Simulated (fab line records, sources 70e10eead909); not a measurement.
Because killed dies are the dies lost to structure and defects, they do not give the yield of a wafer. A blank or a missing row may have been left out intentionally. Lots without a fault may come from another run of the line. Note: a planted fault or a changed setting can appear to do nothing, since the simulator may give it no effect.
fab line records | flow nand-harc
record lots=5 wafers=15 last-day=33
route steps=1302 shown A_SLIT@940 A_SIN_REMOVE@947 A_WL_FILL@952
lots that met no fault: taken from a fault-free run of the same line
start-h: the number of hours between the record's first day and the start of the first shown wafer of the lot | wait-h: time in hours since the lot's previous step | " as in the row above | L1.1+2: several wafers, shown together as one row | - no value, or no start given | * or withheld: withheld | < > ~ a bound
route shown NAME@n: NAME is a module with steps in the file, n the number in the route of the first one | usual: mean/standard deviation taken from wafers without a fault | same: alike in all rows | chamber/n: place in a boat | sites: the reading at each site | _std_site: how widely they spread, as a standard deviation | _edge_site: outer sites' mean less inner sites' | radius-mm: how far each site lies from the wafer's centre | mask NAME#n: copy n | behind: the last tool/chamber to shape the wafer | hold: why the lot was held/for how many hours/how that ended | device: whichever transistor did not switch (one of n, p or np) | end of line: the same wafers' tests at the end of the route | for a step that has no rows: nothing shown but its recipe | killed: the dies lost at the first sort to structure and to defects; this is not the yield of the wafer | map: per-die view of a wafer (x killed, . not killed, _ where there is no die)
set.NAME: the run value of the setting; set.NAME@STEP: its run value at that earlier step | model.NAME: the simulator's own value behind a step, which no gauge read
lots seen at some steps along the route; tables by step, rows by wafer
services: when a tool's chamber went out of use (start-h, in hours from the record's first day, below 0 if earlier), for how many hours, and the reason
## steps
# step NHARC_A_SLIT_ETCH_26
# recipe bias-v=400 source-w=2000 pressure-mtorr=25 time-s=90 ar-flow-sccm=375 c4f8-flow-sccm=41.7 o2-flow-sccm=83.3 target-depth-a=4000 chemistry=C4F8/O2/Ar
# usual c4f8-flow-sccm=41.68/0.14 drypump-motor-current-A=5.98/0.11 oes-air-line-au=0.999/0.021 showerhead-plenum-p-Torr=3.71/0.1 throttle-valve-pct=27.619/0.0079
# same time-s=90
# columns lot.wafer tool chamber start-h wait-h c4f8-flow-sccm drypump-motor-current-A oes-air-line-au rf-hours-counter-h showerhead-plenum-p-Torr throttle-valve-pct
L858.1 har-etch-02 0 572.88 3.1 41.76 6.18 0.961 107 3.68 27.605
L858.2 " 1 " " 41.74 6.05 1.027 107 3.90 27.625
L858.4 " 1 " " 41.45 6.04 1.015 - 3.90 27.625
L862.2 har-etch-02 1 605.18 3.0 41.64 6.07 1.028 123 3.89 27.604
L862.1 " 0 " " 41.64 6.14 1.028 123 3.68 27.625
L862.4 " 0 " " 41.64 6.13 1.001 - 3.68 27.619
L863.3 har-etch-02 1 625.77 1.9 41.64 6.06 1.025 - 3.88 27.620
L863.4 " 0 " " 41.55 6.09 1.024 - 3.67 27.624
L863.6 " 1 " " 41.49 6.06 1.010 - 3.88 27.619
L866.1 har-etch-01 1 649.52 2.5 41.81 5.86 1.001 359 3.62 27.601
L866.5 " 0 " " 41.97 5.95 0.984 - 3.62 27.634
L866.6 " 1 " " 41.80 5.85 0.960 - 3.62 27.630
L868.2 har-etch-01 1 684.98 2.5 41.53 5.85 1.000 378 3.61 27.611
L868.3 " 1 " " 41.69 5.86 0.992 - 3.61 27.624
L868.5 " 0 " " 41.67 5.98 0.978 - 3.61 27.623
# step NHARC_A_SLIT_STRIP_28
# recipe o2-flow-sccm=400 cos-flow-sccm=20 ar-flow-sccm=0 bias-w=0 chemistry=O2/COS
# step NHARC_A_SLIT_ETCH_29
# recipe target-depth-a=1000 overetch-a=100 time-s=55 ion-energy-ev=100 cf4-flow-sccm=80 o2-flow-sccm=20 ar-flow-sccm=0 rf-w=300 bias-w=100 chemistry=CF4/O2
# usual drypump-motor-current-A=5.82/0.3 oes-product-au=1.001/0.012 rf-vpp-V=197.6/1.6 showerhead-plenum-p-Torr=1.33/0.066 throttle-valve-pct=13.397/0.009
# same time-s=55
# columns lot.wafer tool chamber start-h wait-h drypump-motor-current-A oes-product-au rf-hours-counter-h rf-vpp-V showerhead-plenum-p-Torr throttle-valve-pct
L858.4 rie-diel-01 0 573.76 0.1 6.04 0.985 0.9 195.7 1.26 13.394
L858.1 " 1 " " 5.41 1.008 0.9 196.9 1.27 13.386
L858.2 " 3 " " 5.79 1.002 0.0 199.4 1.41 13.401
L862.1 rie-diel-01 0 606.07 0.1 6.03 0.996 2.5 197.2 1.26 13.391
L862.4 " 2 " " 5.74 1.010 3.5 198.5 1.42 13.393
L862.2 " 3 " " 5.83 0.982 2.4 197.9 1.41 13.400
L863.4 rie-diel-01 0 626.60 0.1 6.02 1.009 3.5 194.4 1.25 13.391
L863.3 " 1 " " 5.40 1.012 3.6 195.4 1.27 13.380
L863.6 " 3 " " 5.83 1.009 - 199.1 1.41 13.390
L866.1 rie-diel-02 0 650.41 0.1 6.32 0.984 2.4 196.3 1.25 13.408
L866.6 " 2 " " 5.82 1.015 - 195.8 1.30 13.406
L866.5 " 0 " " 6.32 0.989 - 195.5 1.25 13.381
L868.2 rie-diel-02 2 685.85 0.1 5.85 1.012 3.0 195.9 1.30 13.403
L868.3 " 3 " " 6.21 0.984 3.7 198.3 1.36 13.386
L868.5 " 1 " " 5.70 1.010 - 200.1 1.40 13.389
# step NHARC_A_SLIT_STRIP_18
# recipe o2-flow-sccm=500 ar-flow-sccm=0 bias-w=0 chemistry=O2
# usual drypump-motor-current-A=5.83/0.29 oes-product-au=1.000/0.013 rf-vpp-V=57.6/0.93 showerhead-plenum-p-Torr=3.51/0.17 throttle-valve-pct=17.036/0.0095
# columns lot.wafer tool chamber start-h wait-h drypump-motor-current-A oes-product-au rf-hours-counter-h rf-vpp-V showerhead-plenum-p-Torr throttle-valve-pct
L858.2 rie-diel-01 3 - - 5.84 1.007 0.0 56.7 3.71 17.039
L858.1 " 0 " " 6.00 0.995 1.0 56.6 3.33 17.029
L858.4 " 1 " " 5.42 0.998 1.0 57.7 3.37 17.036
L862.1 rie-diel-01 0 - - 6.02 0.998 2.6 56.4 3.33 17.034
L862.2 " 1 " " 5.41 1.004 2.7 57.4 3.37 17.029
L862.4 " 3 " " 5.83 1.005 2.5 58.3 3.71 17.035
L863.4 rie-diel-01 1 - - 5.40 1.010 3.6 58.1 3.37 17.036
L863.3 " 3 " " 5.86 1.017 3.5 57.6 3.71 17.035
L863.6 " 2 " " 5.75 0.998 - 58.7 3.75 17.039
L866.1 rie-diel-02 3 - - 6.24 0.985 3.2 57.1 3.59 17.037
L866.6 " 2 " " 5.84 1.021 - 57.4 3.43 17.041
L866.5 " 3 " " 6.29 0.983 - 56.9 3.59 17.029
L868.3 rie-diel-02 2 - - 5.86 1.013 3.0 58.8 3.43 17.027
L868.2 " 0 " " 6.34 0.991 3.1 56.2 3.31 17.036
L868.5 " 1 " " 5.72 1.024 - 57.0 3.69 17.020
# step NHARC_A_SLIT_PRECLEAN_19
# recipe time-s=* temp-c=50 bath-age-min=0 chemistry=SC1
# step NHARC_A_SLIT_SRD_20
# step NHARC_A_SLIT_CD_MEAS_21
# usual cd-nm=289.4/0.92
# columns lot.wafer tool chamber start-h wait-h cd-nm
L858.1 cd-sem-01 - 574.30 - 289.4
L858.2 " - " " 289.4
L858.4 " - " " 290.8
L862.1 cd-sem-01 - 606.60 - 289.0
L862.2 " - " " 289.5
L862.4 " - " " 290.1
L863.3 cd-sem-01 - 627.14 - 289.6
L863.4 " - " " 290.6
L863.6 " - " " 289.2
L866.1 cd-sem-03 - 651.00 - 289.6
L866.5 " - " " 289.7
L866.6 " - " " 289.3
L868.2 cd-sem-01 - 686.38 - 289.3
L868.3 " - " " 289.8
L868.5 " - " " 289.3
# step NHARC_A_SIN_REMOVE_WET_00
# recipe temp-c=160 time-s=15300 chemistry=H3PO4
# step NHARC_A_SIN_REMOVE_PRECLEAN_01
# recipe time-s=* temp-c=50 bath-age-min=0 chemistry=SC1
# step NHARC_A_SIN_REMOVE_SRD_02
# step NHARC_A_SIN_REMOVE_INSPECT_04
# usual raw-defect-count=389/86
# columns lot.wafer tool chamber start-h wait-h raw-defect-count
L858.1 defect-inspect-02 - 580.88 0.0 330
L858.2 " - " " 367
L858.4 " - " " 301
L862.1 defect-inspect-01 - 612.86 0.0 286
L862.2 " - " " 303
L862.4 " - " " 378
L863.3 defect-inspect-02 - 633.70 0.0 420
L863.4 " - " " 420
L863.6 " - " " 477
L866.1 defect-inspect-02 - 657.29 0.0 334
L866.5 " - " " 397
L866.6 " - " " 283
L868.2 defect-inspect-02 - 693.00 0.0 468
L868.3 " - " " 442
L868.5 " - " " 480
# step NHARC_A_WL_FILL_ALD_00
# recipe target-thk-a=30 pulse-time-s=3 ald-cycles=30 temp-c=300 material=Al2O3
# usual ald-cycles=30/0 heater-power-w=463/44 precursor-pulse-height-rel=0.997/0.019
# columns lot.wafer tool chamber start-h wait-h ald-cycles heater-power-w precursor-pulse-height-rel
L858.2 ald-hk-01 1 580.97 0.1 30 400 1.025
L858.1 " 2 " " 30 533 0.970
L858.4 " 3 " " 34 499 1.000
L862.1 ald-hk-02 2 612.93 0.1 30 479 0.979
L862.2 " 3 " " 30 488 1.011
L862.4 " 1 " " 30 421 1.035
L863.4 ald-hk-04 3 636.21 2.5 30 475 1.006
L863.3 " 1 " " 30 469 1.029
L863.6 " 0 " " 30 484 1.040
L866.1 ald-hk-02 2 657.52 0.2 30 494 1.022
L866.5 " 3 " " 30 485 0.991
L866.6 " 0 " " 30 451 0.997
L868.2 ald-hk-01 3 693.07 0.1 30 530 0.983
L868.3 " 1 " " 30 379 1.024
L868.5 " 3 " " 30 522 0.979
# step NHARC_A_WL_FILL_RTA_01
# recipe temp-c=1000 time-s=5
# usual lamp-power-pct=27.9/1.7 lamp_zone_5_pct=27.9/1.7 wafer_temp_C_max=1003.0/0.77
# same time-s=5
# columns lot.wafer tool chamber start-h wait-h lamp-power-pct lamp_zone_5_pct wafer_temp_C_max
L858.1 rtp-anneal-01 0 581.24 - 26.5 26.5 1002.0
L858.2 " 0 " " 26.5 26.5 1002.1
L858.4 " 0 " " 26.5 26.4 1003.8
L862.1 rtp-anneal-01 0 613.20 - 26.5 26.6 1002.0
L862.2 " 0 " " 26.5 26.5 1003.2
L862.4 " 0 " " 26.5 26.5 1002.7
L863.3 rtp-anneal-01 0 636.53 - 26.5 26.5 1003.0
L863.4 " 0 " " 26.5 26.5 1003.0
L863.6 " 0 " " 26.5 26.5 1003.0
L866.1 rtp-anneal-01 0 657.80 - 26.5 26.6 1002.5
L866.5 " 0 " " 26.5 26.5 1003.7
L866.6 " 0 " " 26.5 26.5 1002.6
L868.2 rtp-anneal-02 0 693.36 - 29.9 29.9 1002.2
L868.3 " 0 " " 29.9 29.9 1003.1
L868.5 " 0 " " 29.9 29.9 1004.2
## services
# columns tool chamber start-h hours kind
rie-diel-01 - 558.31 9.0 pm
rie-diel-01 0 558.31 9.0 vent-cycle
rie-diel-01 1 558.31 9.0 vent-cycle
rie-diel-01 2 558.31 9.0 vent-cycle
rie-diel-01 3 558.31 9.7 vent-cycle
rie-diel-02 - 562.29 1.1 repair
rie-diel-01 0 567.31 - clean
rie-diel-01 1 567.31 - clean
rie-diel-01 2 567.31 - clean
rie-diel-02 - 570.70 9.0 pm
rie-diel-01 0 591.81 - clean
rie-diel-01 1 591.81 - clean
rie-diel-01 2 591.81 - clean
rie-diel-01 3 591.81 - clean
ald-hk-01 - 602.69 1.0 repair
ald-hk-04 - 612.52 10.0 pm
rie-diel-02 0 613.02 13.6 repair
har-etch-01 - 629.44 0.3 repair
rie-diel-02 1 650.13 5.1 repair
rie-diel-01 1 657.18 6.9 repair
ald-hk-01 - 657.58 10.0 pm
rie-diel-01 - 659.24 0.2 repair
rie-diel-01 3 677.42 9.3 repair
ald-hk-01 - 679.92 0.7 repair
## key
first-sign step=NHARC_A_WL_FILL_ALD_00 reading=ald-cycles direction=up sigmas=99+ usual=30 struck=34
effect none on later readings
met-at NHARC_A_WL_FILL_ALD_00
struck-wafers L858.4
tester-left-out L858
fault kind=process-parameter-drift tool=ald-hk-01 chamber=- onset-h=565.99 steps=NHARC_A_WL_FILL_ALD_00 channel=ald-cycles offset=4 shape=step end-h=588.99 scope=struck-wafers-only acts-in=these-recipes-only stated=30
# tester-left-out: of these lots the tester's yield and bins aren't shown, on N5 and GAA mostly nor the transistor test; their killed dies are dies lost to structure and defects alone, not to doping, threshold or leakage, so they don't give the yield
